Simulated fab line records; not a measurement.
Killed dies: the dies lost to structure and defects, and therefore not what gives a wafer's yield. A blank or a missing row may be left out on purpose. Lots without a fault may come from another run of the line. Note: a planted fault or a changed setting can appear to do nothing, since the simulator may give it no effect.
Which tool did it?	flow nand harc	12 lots (36 wafers sampled), 1 step of a 1302-step route

## WHAT EACH GAUGE READ, for each wafer
NHARC_A_CHANNEL_HOLE_D2_INSPECT_12. Usual: raw defect count 33, standard deviation 21.
lot	measured	on	raw defect count	flag
L917	day 13 20:07	defect inspect-01	41 48 49	
L923	day 15 19:06	defect inspect-02	46 45 49	
L925	day 16 20:37	defect inspect-02	44 69 47	
L926	day 17 12:27	defect inspect-01	7 6 2	
L929	day 17 20:31	defect inspect-01	58 44 59	
L932	day 19 12:13	defect inspect-02	47 56 46	
L931	day 19 12:22	defect inspect-02	53 55 52	
L933	day 20 07:42	defect inspect-02	11 21 21	
L934	day 20 18:58	defect inspect-02	16 19 22	
L938	day 22 10:19	defect inspect-02	23 25 15	
L940	day 22 10:41	defect inspect-02	26 29 25	
L939	day 22 15:07	defect inspect-02	23 31 26	

## TOOL THAT RAN EACH LOT (tool first, then ch and the chambers of the sampled wafers, then the start)
No process step before these readings appears in the record.

## AS READ BY THE TOOLS THEMSELVES (means over the sampled wafers that have a number; for cases with no such wafer, the mark the record gives instead)
The record holds no such reading with a usual standard deviation.

## THE ANSWER, worked out from the rows above alone
Rule: a lot counts as off when the mean over its wafers that have a number is more than 3 standard deviations away from the usual mean. Also off: a lot with no number at a reading for which 4 or more lots have one. Where the step has rows for the other lots, those lots are counted as sound. The gauges are gone through in route order, then the tools' own readings, and for those a lot's mean is taken as printed above. The first step at which some lot is off is used, and at that step the reading that is off furthest; a lot without a number counts as furthest.
No lot is off at any reading shown: from this, nothing can be told.

## WHAT THE SIMULATOR HAD INSERTED
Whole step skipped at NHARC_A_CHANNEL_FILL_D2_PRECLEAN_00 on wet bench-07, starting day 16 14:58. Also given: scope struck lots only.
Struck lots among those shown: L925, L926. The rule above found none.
